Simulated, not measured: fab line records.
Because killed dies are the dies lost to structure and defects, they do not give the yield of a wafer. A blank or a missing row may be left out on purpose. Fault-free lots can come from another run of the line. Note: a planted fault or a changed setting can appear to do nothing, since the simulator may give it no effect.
Which tool was responsible? :: flow nandHarc :: 23 lots with 69 wafers sampled at 5 steps, on a route of 1302 steps

## WHAT THE GAUGES READ, wafer by wafer
NHARC_A_M0_INSPECT_27.
lot: L076
measured: day 23 03:44
on: defectInspect-01
rawDefectCount: 383 430 522

lot: L074
measured: day 23 04:48
on: defectInspect-01
rawDefectCount: 531 490 533

lot: L075
measured: day 23 06:53
on: defectInspect-01
rawDefectCount: 474 475 490

lot: L077
measured: day 24 14:49
on: defectInspect-01
rawDefectCount: 538 493 511

lot: L079
measured: day 24 17:22
on: defectInspect-01
rawDefectCount: 453 484 368

lot: L078
measured: day 24 19:45
on: defectInspect-01
rawDefectCount: 544 527 506

lot: L080
measured: day 25 12:24
on: defectInspect-02
rawDefectCount: 491 551 511

lot: L081
measured: day 26 11:11
on: defectInspect-01
rawDefectCount: 450 503 533

lot: L083
measured: day 26 18:23
on: defectInspect-01
rawDefectCount: 668 533 573

lot: L082
measured: day 26 18:43
on: defectInspect-02
rawDefectCount: 428 629 552

lot: L084
measured: day 26 19:09
on: defectInspect-02
rawDefectCount: 526 582 517

lot: L085
measured: day 27 07:58
on: defectInspect-01
rawDefectCount: 1127 852 795

lot: L086
measured: day 27 09:37
on: defectInspect-02
rawDefectCount: 526 417 682

lot: L088
measured: day 28 10:26
on: defectInspect-01
rawDefectCount: 1030 803 644

lot: L089
measured: day 28 12:14
on: defectInspect-01
rawDefectCount: 450 373 439

lot: L087
measured: day 28 17:45
on: defectInspect-01
rawDefectCount: 595 683 719

lot: L091
measured: day 30 02:25
on: defectInspect-01
rawDefectCount: 507 517 457

lot: L092
measured: day 30 05:12
on: defectInspect-02
rawDefectCount: 463 452 428

lot: L090
measured: day 30 09:41
on: defectInspect-02
rawDefectCount: 358 368 371

lot: L093
measured: day 30 19:40
on: defectInspect-01
rawDefectCount: 561 388 678

lot: L097
measured: day 31 22:59
on: defectInspect-02
rawDefectCount: 464 609 477

lot: L095
measured: day 32 04:35
on: defectInspect-01
rawDefectCount: 793 660 768

lot: L096
measured: day 32 10:11
on: defectInspect-01
rawDefectCount: 578 774 593

NHARC_A_M1_INSPECT_11.
lot: L076
measured: day 23 05:16
on: defectInspect-02
rawDefectCount: 76 72 79

lot: L074
measured: day 23 06:17
on: defectInspect-01
rawDefectCount: 45 57 45

lot: L075
measured: day 23 08:25
on: defectInspect-01
rawDefectCount: 95 87 106

lot: L077
measured: day 24 16:20
on: defectInspect-01
rawDefectCount: 81 76 74

lot: L079
measured: day 24 18:45
on: defectInspect-02
rawDefectCount: 58 74 69

lot: L078
measured: day 24 21:26
on: defectInspect-02
rawDefectCount: 162 142 164

lot: L080
measured: day 25 13:55
on: defectInspect-01
rawDefectCount: 80 71 64

lot: L081
measured: day 26 12:42
on: defectInspect-01
rawDefectCount: 101 100 111

lot: L083
measured: day 26 19:47
on: defectInspect-02
rawDefectCount: 90 94 92

lot: L082
measured: day 26 20:14
on: defectInspect-01
rawDefectCount: 68 74 79

lot: L084
measured: day 26 20:40
on: defectInspect-01
rawDefectCount: 90 86 84

lot: L085
measured: day 27 09:29
on: defectInspect-01
rawDefectCount: 153 119 135

lot: L086
measured: day 27 11:34
on: defectInspect-01
rawDefectCount: 18 23 23

lot: L088
measured: day 28 11:57
on: defectInspect-02
rawDefectCount: 95 112 104

lot: L089
measured: day 28 13:37
on: defectInspect-01
rawDefectCount: 62 78 64

lot: L087
measured: day 28 19:08
on: defectInspect-01
rawDefectCount: 147 132 160

lot: L091
measured: day 30 03:57
on: defectInspect-01
rawDefectCount: 37 37 40

lot: L092
measured: day 30 06:43
on: defectInspect-02
rawDefectCount: 82 87 91

lot: L090
measured: day 30 11:10
on: defectInspect-02
rawDefectCount: 62 61 64

lot: L093
measured: day 30 21:11
on: defectInspect-01
rawDefectCount: 83 81 88

lot: L097
measured: day 32 00:30
on: defectInspect-02
rawDefectCount: 83 80 86

lot: L095
measured: day 32 06:18
on: defectInspect-01
rawDefectCount: 135 131 136

lot: L096
measured: day 32 11:40
on: defectInspect-01
rawDefectCount: 72 85 71

## EACH LOT AND THE TOOL THAT RAN IT (in order: tool; ch and the chambers of the sampled wafers; start)
lot: L076
NHARC_A_CONTACT_STRIP_26: rieDiel-08 ch 1,2,3, day 22 22:15 or earlier
NHARC_A_BLC_STRIP_29: rieDiel-12 ch 0,1,2, day 22 22:15
NHARC_A_M0_STRIP_18: rieDiel-10 ch 0,1, day 23 01:38

lot: L074
NHARC_A_CONTACT_STRIP_26: rieDiel-09 ch 0,2,3, day 22 23:18 or earlier
NHARC_A_BLC_STRIP_29: rieDiel-01 ch 0,1,3, day 22 23:18
NHARC_A_M0_STRIP_18: rieDiel-10 ch 0,2,3, day 23 02:41

lot: L075
NHARC_A_CONTACT_STRIP_26: rieDiel-08 ch 0,2,3, day 23 01:21 or earlier
NHARC_A_BLC_STRIP_29: rieDiel-12 ch 0,2,3, day 23 01:21
NHARC_A_M0_STRIP_18: rieDiel-10 ch 1,2,3, day 23 04:47

lot: L077
NHARC_A_CONTACT_STRIP_26: rieDiel-13 ch 0,1,2, day 24 08:52 or earlier
NHARC_A_BLC_STRIP_29: rieDiel-12 ch 0,1,3, day 24 08:52
NHARC_A_M0_STRIP_18: rieDiel-05 ch 0,1,3, day 24 12:44

lot: L079
NHARC_A_CONTACT_STRIP_26: rieDiel-09 ch 0,1,3, day 24 11:42 or earlier
NHARC_A_BLC_STRIP_29: rieDiel-12 ch 0,1,3, day 24 11:42
NHARC_A_M0_STRIP_18: rieDiel-05 ch 0,1,2, day 24 15:19

lot: L078
NHARC_A_CONTACT_STRIP_26: rieDiel-13 ch 1,3, day 24 13:50 or earlier
NHARC_A_BLC_STRIP_29: rieDiel-12 ch 0,1,3, day 24 13:50
NHARC_A_M0_STRIP_18: rieDiel-02 ch 2,3, day 24 17:38

lot: L080
NHARC_A_CONTACT_STRIP_26: rieDiel-09 ch 0,1, day 25 06:49 or earlier
NHARC_A_BLC_STRIP_29: rieDiel-01 ch 0,3, day 25 06:49
NHARC_A_M0_STRIP_18: rieDiel-02 ch 1,3, day 25 10:13

lot: L081
NHARC_A_CONTACT_STRIP_26: rieDiel-13 ch 0,1,2, day 26 05:38 or earlier
NHARC_A_BLC_STRIP_29: rieDiel-01 ch 0,1,2, day 26 05:38
NHARC_A_M0_STRIP_18: rieDiel-10 ch 1,2, day 26 09:02

lot: L083
NHARC_A_CONTACT_STRIP_26: rieDiel-13 ch 1,2,3, day 26 12:41 or earlier
NHARC_A_BLC_STRIP_29: rieDiel-01 ch 0,1,3, day 26 12:41
NHARC_A_M0_STRIP_18: rieDiel-10 ch 0,1,2, day 26 16:16

lot: L082
NHARC_A_CONTACT_STRIP_26: rieDiel-09 ch 2,3, day 26 13:11 or earlier
NHARC_A_BLC_STRIP_29: rieDiel-01 ch 0,2, day 26 13:11
NHARC_A_M0_STRIP_18: rieDiel-05 ch 1,3, day 26 16:38

lot: L084
NHARC_A_CONTACT_STRIP_26: rieDiel-08 ch 0,2,3, day 26 13:35 or earlier
NHARC_A_BLC_STRIP_29: rieDiel-01 ch 1,2,3, day 26 13:35
NHARC_A_M0_STRIP_18: rieDiel-02 ch 0,1, day 26 17:01

lot: L085
NHARC_A_CONTACT_STRIP_26: rieDiel-09 ch 0,1, day 27 02:25 or earlier
NHARC_A_BLC_STRIP_29: rieDiel-01 ch 1,2,3, day 27 02:25
NHARC_A_M0_STRIP_18: rieDiel-02 ch 0,3, day 27 05:53

lot: L086
NHARC_A_CONTACT_STRIP_26: rieDiel-09 ch 1,2,3, day 27 04:06 or earlier
NHARC_A_BLC_STRIP_29: rieDiel-01 ch 0,2,3, day 27 04:06
NHARC_A_M0_STRIP_18: rieDiel-02 ch 1,2,3, day 27 07:31

lot: L088
NHARC_A_CONTACT_STRIP_26: rieDiel-09 ch 0,1,2, day 28 04:58 or earlier
NHARC_A_BLC_STRIP_29: rieDiel-01 ch 0,1,2, day 28 04:58
NHARC_A_M0_STRIP_18: rieDiel-10 ch 0,3, day 28 08:21

lot: L089
NHARC_A_CONTACT_STRIP_26: rieDiel-09 ch 0,1,3, day 28 06:49 or earlier
NHARC_A_BLC_STRIP_29: rieDiel-12 ch 2,3, day 28 06:49
NHARC_A_M0_STRIP_18: rieDiel-02 ch 1,3, day 28 10:07

lot: L087
NHARC_A_CONTACT_STRIP_26: rieDiel-08 ch 1,2,3, day 28 11:49 or earlier
NHARC_A_BLC_STRIP_29: rieDiel-12 ch 0,1,2, day 28 11:49
NHARC_A_M0_STRIP_18: rieDiel-10 ch 0,1,2, day 28 15:39

lot: L091
NHARC_A_CONTACT_STRIP_26: rieDiel-08 ch 0,2,3, day 29 20:53 or earlier
NHARC_A_BLC_STRIP_29: rieDiel-12 ch 0,2, day 29 20:53
NHARC_A_M0_STRIP_18: rieDiel-05 ch 0,2,3, day 30 00:22

lot: L092
NHARC_A_CONTACT_STRIP_26: rieDiel-08 ch 0,1,2, day 29 23:42 or earlier
NHARC_A_BLC_STRIP_29: rieDiel-12 ch 0,2, day 29 23:42
NHARC_A_M0_STRIP_18: rieDiel-02 ch 0,2,3, day 30 03:05

lot: L090
NHARC_A_CONTACT_STRIP_26: rieDiel-08 ch 0,1,3, day 30 04:14 or earlier
NHARC_A_BLC_STRIP_29: rieDiel-01 ch 1,2,3, day 30 04:14
NHARC_A_M0_STRIP_18: rieDiel-10 ch 1,2, day 30 07:37

lot: L093
NHARC_A_CONTACT_STRIP_26: rieDiel-13 ch 0,1,2, day 30 14:16 or earlier
NHARC_A_BLC_STRIP_29: rieDiel-11 ch 0,1, day 30 14:16
NHARC_A_M0_STRIP_18: rieDiel-05 ch 0,1,2, day 30 17:32

lot: L097
NHARC_A_CONTACT_STRIP_26: rieDiel-09 ch 0,2,3, day 31 17:24 or earlier
NHARC_A_BLC_STRIP_29: rieDiel-12 ch 1,2,3, day 31 17:24
NHARC_A_M0_STRIP_18: rieDiel-05 ch 1,2,3, day 31 20:46

lot: L095
NHARC_A_CONTACT_STRIP_26: rieDiel-08 ch 0,2,3, day 31 22:51 or earlier
NHARC_A_BLC_STRIP_29: rieDiel-12 ch 1,2, day 31 22:51
NHARC_A_M0_STRIP_18: rieDiel-05 ch 0,1,2, day 32 02:18

lot: L096
NHARC_A_CONTACT_STRIP_26: rieDiel-08 ch 0,3, day 32 04:34 or earlier
NHARC_A_BLC_STRIP_29: rieDiel-12 ch 1,3, day 32 04:34
NHARC_A_M0_STRIP_18: rieDiel-05 ch 1,3, day 32 08:01
- NHARC_A_CONTACT_STRIP_26: strips in O2.
- NHARC_A_BLC_STRIP_29: strips in CF4.
- NHARC_A_M0_STRIP_18: strips in N2/H2.

## WHAT THE TOOLS THEMSELVES READ (means of the sampled wafers that have a number; where no wafer has one, the mark that the record gives instead)
NHARC_A_CONTACT_STRIP_26.
lot: L076
tool: rieDiel-08
drypumpMotorCurrentA (A): 5.9
oesProductAu (a.u.): 1.003
rfVppV (V): 58.3
showerheadPlenumPTorr (Torr): 3.58
throttleValvePct (%): 17.041

lot: L074
tool: rieDiel-09
drypumpMotorCurrentA (A): 5.6
oesProductAu (a.u.): 1.009
rfVppV (V): 57.3
showerheadPlenumPTorr (Torr): 3.41
throttleValvePct (%): 17.038

lot: L075
tool: rieDiel-08
drypumpMotorCurrentA (A): 5.7
oesProductAu (a.u.): 1.006
rfVppV (V): 57.8
showerheadPlenumPTorr (Torr): 3.58
throttleValvePct (%): 17.040

lot: L077
tool: rieDiel-13
drypumpMotorCurrentA (A): 5.6
oesProductAu (a.u.): 0.989
rfVppV (V): 57.1
showerheadPlenumPTorr (Torr): 3.53
throttleValvePct (%): 17.041

lot: L079
tool: rieDiel-09
drypumpMotorCurrentA (A): 5.6
oesProductAu (a.u.): 1.015
rfVppV (V): 57.9
showerheadPlenumPTorr (Torr): 3.51
throttleValvePct (%): 17.040

lot: L078
tool: rieDiel-13
drypumpMotorCurrentA (A): 5.1
oesProductAu (a.u.): 0.991
rfVppV (V): 58.3
showerheadPlenumPTorr (Torr): 3.57
throttleValvePct (%): 17.035

lot: L080
tool: rieDiel-09
drypumpMotorCurrentA (A): 5.6
oesProductAu (a.u.): 1.015
rfVppV (V): 57.5
showerheadPlenumPTorr (Torr): 3.52
throttleValvePct (%): 17.040

lot: L081
tool: rieDiel-13
drypumpMotorCurrentA (A): 5.6
oesProductAu (a.u.): 0.994
rfVppV (V): 58.4
showerheadPlenumPTorr (Torr): 3.52
throttleValvePct (%): 17.037

lot: L083
tool: rieDiel-13
drypumpMotorCurrentA (A): 5.5
oesProductAu (a.u.): 0.998
rfVppV (V): 57.1
showerheadPlenumPTorr (Torr): 3.57
throttleValvePct (%): 17.036

lot: L082
tool: rieDiel-09
drypumpMotorCurrentA (A): 5.5
oesProductAu (a.u.): 1.001
rfVppV (V): 58.2
showerheadPlenumPTorr (Torr): 3.38
throttleValvePct (%): 17.028

lot: L084
tool: rieDiel-08
drypumpMotorCurrentA (A): 5.7
oesProductAu (a.u.): 1.007
rfVppV (V): 57.5
showerheadPlenumPTorr (Torr): 3.58
throttleValvePct (%): 17.044

lot: L085
tool: rieDiel-09
drypumpMotorCurrentA (A): 5.6
oesProductAu (a.u.): 1.009
rfVppV (V): 57.4
showerheadPlenumPTorr (Torr): 3.51
throttleValvePct (%): 17.040

lot: L086
tool: rieDiel-09
drypumpMotorCurrentA (A): 6.0
oesProductAu (a.u.): 1.001
rfVppV (V): 56.7
showerheadPlenumPTorr (Torr): 3.49
throttleValvePct (%): 17.042

lot: L088
tool: rieDiel-09
drypumpMotorCurrentA (A): 6.1
oesProductAu (a.u.): 1.015
rfVppV (V): 56.5
showerheadPlenumPTorr (Torr): 3.50
throttleValvePct (%): 17.042

lot: L089
tool: rieDiel-09
drypumpMotorCurrentA (A): 5.6
oesProductAu (a.u.): 1.004
rfVppV (V): 57.6
showerheadPlenumPTorr (Torr): 3.49
throttleValvePct (%): 17.047

lot: L087
tool: rieDiel-08
drypumpMotorCurrentA (A): 5.9
oesProductAu (a.u.): 0.996
rfVppV (V): 58.5
showerheadPlenumPTorr (Torr): 3.57
throttleValvePct (%): 17.036

lot: L091
tool: rieDiel-08
drypumpMotorCurrentA (A): 5.8
oesProductAu (a.u.): 0.995
rfVppV (V): 56.5
showerheadPlenumPTorr (Torr): 3.57
throttleValvePct (%): 17.033

lot: L092
tool: rieDiel-08
drypumpMotorCurrentA (A): 6.0
oesProductAu (a.u.): 0.995
rfVppV (V): 58.1
showerheadPlenumPTorr (Torr): 3.47
throttleValvePct (%): 17.039

lot: L090
tool: rieDiel-08
drypumpMotorCurrentA (A): 5.7
oesProductAu (a.u.): 1.007
rfVppV (V): 57.9
showerheadPlenumPTorr (Torr): 3.48
throttleValvePct (%): 17.033

lot: L093
tool: rieDiel-13
drypumpMotorCurrentA (A): 5.6
oesProductAu (a.u.): 0.996
rfVppV (V): 58.0
showerheadPlenumPTorr (Torr): 3.50
throttleValvePct (%): 17.035

lot: L097
tool: rieDiel-09
drypumpMotorCurrentA (A): 5.6
oesProductAu (a.u.): 1.006
rfVppV (V): 56.8
showerheadPlenumPTorr (Torr): 3.38
throttleValvePct (%): 17.034

lot: L095
tool: rieDiel-08
drypumpMotorCurrentA (A): 5.7
oesProductAu (a.u.): 0.998
rfVppV (V): 57.4
showerheadPlenumPTorr (Torr): 3.57
throttleValvePct (%): 17.035

lot: L096
tool: rieDiel-08
drypumpMotorCurrentA (A): 5.4
oesProductAu (a.u.): 0.991
rfVppV (V): 59.0
showerheadPlenumPTorr (Torr): 3.57
throttleValvePct (%): 17.025

NHARC_A_BLC_STRIP_29.
lot: L076
tool: rieDiel-12
drypumpMotorCurrentA (A): 5.5
oesProductAu (a.u.): 1.002
rfVppV (V): 59.2
showerheadPlenumPTorr (Torr): 1.71
throttleValvePct (%): 13.280

lot: L074
tool: rieDiel-01
drypumpMotorCurrentA (A): 5.8
oesProductAu (a.u.): 1.003
rfVppV (V): 58.6
showerheadPlenumPTorr (Torr): 1.79
throttleValvePct (%): 13.282

lot: L075
tool: rieDiel-12
drypumpMotorCurrentA (A): 6.0
oesProductAu (a.u.): 0.998
rfVppV (V): 59.7
showerheadPlenumPTorr (Torr): 1.74
throttleValvePct (%): 13.287

lot: L077
tool: rieDiel-12
drypumpMotorCurrentA (A): 5.8
oesProductAu (a.u.): 1.001
rfVppV (V): 59.1
showerheadPlenumPTorr (Torr): 1.72
throttleValvePct (%): 13.294

lot: L079
tool: rieDiel-12
drypumpMotorCurrentA (A): 5.8
oesProductAu (a.u.): 1.000
rfVppV (V): 59.0
showerheadPlenumPTorr (Torr): 1.72
throttleValvePct (%): 13.282

lot: L078
tool: rieDiel-12
drypumpMotorCurrentA (A): 5.8
oesProductAu (a.u.): 0.998
rfVppV (V): 59.2
showerheadPlenumPTorr (Torr): 1.72
throttleValvePct (%): 13.276

lot: L080
tool: rieDiel-01
drypumpMotorCurrentA (A): 5.9
oesProductAu (a.u.): 0.998
rfVppV (V): 58.8
showerheadPlenumPTorr (Torr): 1.72
throttleValvePct (%): 13.284

lot: L081
tool: rieDiel-01
drypumpMotorCurrentA (A): 6.0
oesProductAu (a.u.): 0.999
rfVppV (V): 59.9
showerheadPlenumPTorr (Torr): 1.80
throttleValvePct (%): 13.293

lot: L083
tool: rieDiel-01
drypumpMotorCurrentA (A): 5.9
oesProductAu (a.u.): 0.989
rfVppV (V): 59.4
showerheadPlenumPTorr (Torr): 1.79
throttleValvePct (%): 13.285

lot: L082
tool: rieDiel-01
drypumpMotorCurrentA (A): 6.1
oesProductAu (a.u.): 0.997
rfVppV (V): 59.1
showerheadPlenumPTorr (Torr): 1.78
throttleValvePct (%): 13.291

lot: L084
tool: rieDiel-01
drypumpMotorCurrentA (A): 6.0
oesProductAu (a.u.): 1.003
rfVppV (V): 59.1
showerheadPlenumPTorr (Torr): 1.83
throttleValvePct (%): 13.273

lot: L085
tool: rieDiel-01
drypumpMotorCurrentA (A): 6.0
oesProductAu (a.u.): 1.011
rfVppV (V): 59.8
showerheadPlenumPTorr (Torr): 1.83
throttleValvePct (%): 13.289

lot: L086
tool: rieDiel-01
drypumpMotorCurrentA (A): 6.1
oesProductAu (a.u.): 1.002
rfVppV (V): 59.3
showerheadPlenumPTorr (Torr): 1.77
throttleValvePct (%): 13.292

lot: L088
tool: rieDiel-01
drypumpMotorCurrentA (A): 5.9
oesProductAu (a.u.): 1.002
rfVppV (V): 59.4
showerheadPlenumPTorr (Torr): 1.80
throttleValvePct (%): 13.280

lot: L089
tool: rieDiel-12
drypumpMotorCurrentA (A): 6.3
oesProductAu (a.u.): 1.000
rfVppV (V): 59.3
showerheadPlenumPTorr (Torr): 1.75
throttleValvePct (%): 13.285

lot: L087
tool: rieDiel-12
drypumpMotorCurrentA (A): 5.5
oesProductAu (a.u.): 0.994
rfVppV (V): 59.0
showerheadPlenumPTorr (Torr): 1.71
throttleValvePct (%): 13.289

lot: L091
tool: rieDiel-12
drypumpMotorCurrentA (A): 5.7
oesProductAu (a.u.): 0.981
rfVppV (V): 59.6
showerheadPlenumPTorr (Torr): 1.73
throttleValvePct (%): 13.292

lot: L092
tool: rieDiel-12
drypumpMotorCurrentA (A): 5.7
oesProductAu (a.u.): 0.980
rfVppV (V): 58.9
showerheadPlenumPTorr (Torr): 1.73
throttleValvePct (%): 13.284

lot: L090
tool: rieDiel-01
drypumpMotorCurrentA (A): 6.0
oesProductAu (a.u.): 1.010
rfVppV (V): 60.4
showerheadPlenumPTorr (Torr): 1.83
throttleValvePct (%): 13.297

lot: L093
tool: rieDiel-11
drypumpMotorCurrentA (A): 5.9
oesProductAu (a.u.): 0.982
rfVppV (V): 59.3
showerheadPlenumPTorr (Torr): 1.70
throttleValvePct (%): 13.278

lot: L097
tool: rieDiel-12
drypumpMotorCurrentA (A): 5.8
oesProductAu (a.u.): 1.006
rfVppV (V): 58.5
showerheadPlenumPTorr (Torr): 1.72
throttleValvePct (%): 13.284

lot: L095
tool: rieDiel-12
drypumpMotorCurrentA (A): 5.4
oesProductAu (a.u.): 1.007
rfVppV (V): 59.3
showerheadPlenumPTorr (Torr): 1.69
throttleValvePct (%): 13.284

lot: L096
tool: rieDiel-12
drypumpMotorCurrentA (A): 5.7
oesProductAu (a.u.): 1.009
rfVppV (V): 59.3
showerheadPlenumPTorr (Torr): 1.70
throttleValvePct (%): 13.287

NHARC_A_M0_STRIP_18.
lot: L076
tool: rieDiel-10
drypumpMotorCurrentA (A): 5.2
h2FlowSccm (sccm): 149.9
oesProductAu (a.u.): 0.996
rfVppV (V): 90.5
showerheadPlenumPTorr (Torr): 2.01
throttleValvePct (%): 14.183

lot: L074
tool: rieDiel-10
drypumpMotorCurrentA (A): 5.6
h2FlowSccm (sccm): 149.8
oesProductAu (a.u.): 0.995
rfVppV (V): 90.5
showerheadPlenumPTorr (Torr): 1.97
throttleValvePct (%): 14.178

lot: L075
tool: rieDiel-10
drypumpMotorCurrentA (A): 5.8
h2FlowSccm (sccm): 150.2
oesProductAu (a.u.): 0.990
rfVppV (V): 90.5
showerheadPlenumPTorr (Torr): 1.94
throttleValvePct (%): 14.163

lot: L077
tool: rieDiel-05
drypumpMotorCurrentA (A): 5.8
h2FlowSccm (sccm): 150.1
oesProductAu (a.u.): 1.002
rfVppV (V): 89.8
showerheadPlenumPTorr (Torr): 2.01
throttleValvePct (%): 14.170

lot: L079
tool: rieDiel-05
drypumpMotorCurrentA (A): 5.8
h2FlowSccm (sccm): 150.2
oesProductAu (a.u.): 1.014
rfVppV (V): 91.3
showerheadPlenumPTorr (Torr): 2.06
throttleValvePct (%): 14.161

lot: L078
tool: rieDiel-02
drypumpMotorCurrentA (A): 5.7
h2FlowSccm (sccm): 150.0
oesProductAu (a.u.): 1.004
rfVppV (V): 90.9
showerheadPlenumPTorr (Torr): 2.03
throttleValvePct (%): 14.164

lot: L080
tool: rieDiel-02
drypumpMotorCurrentA (A): 6.0
h2FlowSccm (sccm): 149.8
oesProductAu (a.u.): 0.990
rfVppV (V): 91.3
showerheadPlenumPTorr (Torr): 2.07
throttleValvePct (%): 14.178

lot: L081
tool: rieDiel-10
drypumpMotorCurrentA (A): 5.4
h2FlowSccm (sccm): 149.7
oesProductAu (a.u.): 0.998
rfVppV (V): 91.1
showerheadPlenumPTorr (Torr): 1.95
throttleValvePct (%): 14.171

lot: L083
tool: rieDiel-10
drypumpMotorCurrentA (A): 5.2
h2FlowSccm (sccm): 149.7
oesProductAu (a.u.): 1.000
rfVppV (V): 90.7
showerheadPlenumPTorr (Torr): 1.97
throttleValvePct (%): 14.174

lot: L082
tool: rieDiel-05
drypumpMotorCurrentA (A): 5.6
h2FlowSccm (sccm): 149.8
oesProductAu (a.u.): 1.012
rfVppV (V): 90.4
showerheadPlenumPTorr (Torr): 2.06
throttleValvePct (%): 14.169

lot: L084
tool: rieDiel-02
drypumpMotorCurrentA (A): 5.9
h2FlowSccm (sccm): 150.1
oesProductAu (a.u.): 0.992
rfVppV (V): 90.6
showerheadPlenumPTorr (Torr): 2.07
throttleValvePct (%): 14.173

lot: L085
tool: rieDiel-02
drypumpMotorCurrentA (A): 5.8
h2FlowSccm (sccm): 150.2
oesProductAu (a.u.): 0.987
rfVppV (V): 90.5
showerheadPlenumPTorr (Torr): 2.03
throttleValvePct (%): 14.171

lot: L086
tool: rieDiel-02
drypumpMotorCurrentA (A): 5.8
h2FlowSccm (sccm): 150.0
oesProductAu (a.u.): 0.989
rfVppV (V): 90.9
showerheadPlenumPTorr (Torr): 2.05
throttleValvePct (%): 14.171

lot: L088
tool: rieDiel-10
drypumpMotorCurrentA (A): 5.6
h2FlowSccm (sccm): 150.1
oesProductAu (a.u.): 1.000
rfVppV (V): 90.2
showerheadPlenumPTorr (Torr): 2.00
throttleValvePct (%): 14.167

lot: L089
tool: rieDiel-02
drypumpMotorCurrentA (A): 6.0
h2FlowSccm (sccm): 150.3
oesProductAu (a.u.): 0.979
rfVppV (V): 91.7
showerheadPlenumPTorr (Torr): 2.06
throttleValvePct (%): 14.168

lot: L087
tool: rieDiel-10
drypumpMotorCurrentA (A): 5.3
h2FlowSccm (sccm): 150.0
oesProductAu (a.u.): 1.002
rfVppV (V): 90.7
showerheadPlenumPTorr (Torr): 1.97
throttleValvePct (%): 14.171

lot: L091
tool: rieDiel-05
drypumpMotorCurrentA (A): 6.1
h2FlowSccm (sccm): 149.7
oesProductAu (a.u.): 1.009
rfVppV (V): 89.7
showerheadPlenumPTorr (Torr): 2.02
throttleValvePct (%): 14.164

lot: L092
tool: rieDiel-02
drypumpMotorCurrentA (A): 5.6
h2FlowSccm (sccm): 149.7
oesProductAu (a.u.): 1.003
rfVppV (V): 90.0
showerheadPlenumPTorr (Torr): 2.02
throttleValvePct (%): 14.167

lot: L090
tool: rieDiel-10
drypumpMotorCurrentA (A): 5.3
h2FlowSccm (sccm): 150.0
oesProductAu (a.u.): 0.994
rfVppV (V): 90.7
showerheadPlenumPTorr (Torr): 1.94
throttleValvePct (%): 14.177

lot: L093
tool: rieDiel-05
drypumpMotorCurrentA (A): 5.8
h2FlowSccm (sccm): 149.9
oesProductAu (a.u.): 1.004
rfVppV (V): 91.5
showerheadPlenumPTorr (Torr): 2.05
throttleValvePct (%): 14.171

lot: L097
tool: rieDiel-05
drypumpMotorCurrentA (A): 5.8
h2FlowSccm (sccm): 149.6
oesProductAu (a.u.): 1.011
rfVppV (V): 90.7
showerheadPlenumPTorr (Torr): 2.07
throttleValvePct (%): 14.173

lot: L095
tool: rieDiel-05
drypumpMotorCurrentA (A): 5.8
h2FlowSccm (sccm): 150.6
oesProductAu (a.u.): 0.990
rfVppV (V): 90.5
showerheadPlenumPTorr (Torr): 2.05
throttleValvePct (%): 14.169

lot: L096
tool: rieDiel-05
drypumpMotorCurrentA (A): 5.9
h2FlowSccm (sccm): 149.2
oesProductAu (a.u.): 1.010
rfVppV (V): 91.0
showerheadPlenumPTorr (Torr): 2.01
throttleValvePct (%): 14.174

## THE ANSWER, worked out from the rows above alone
Rule: the usual values come from the lots themselves. The widest of any qualifying gaps counts: lots, ordered by their means at a reading, are off when they make up no more than a third of the lots, leave a main group of 4 or more, and stand apart from it by 3 or more times the standard deviation of that group's means. Not used: any main group whose means are identical at the precision the tables above print for the reading. Also off: a lot with no number at a reading for which 4 or more lots have one. Where the step has rows for the other lots, those lots are counted as sound. The gauges are gone through in route order, then the tools' own readings, and for those a lot's mean is taken as printed above. At the first step where some lot is off, the reading lying furthest off is the one used; lots without a number count as furthest.
Across all readings shown, no lot is off: no conclusion can be drawn from this.

## WHAT THE SIMULATOR HAD INSERTED
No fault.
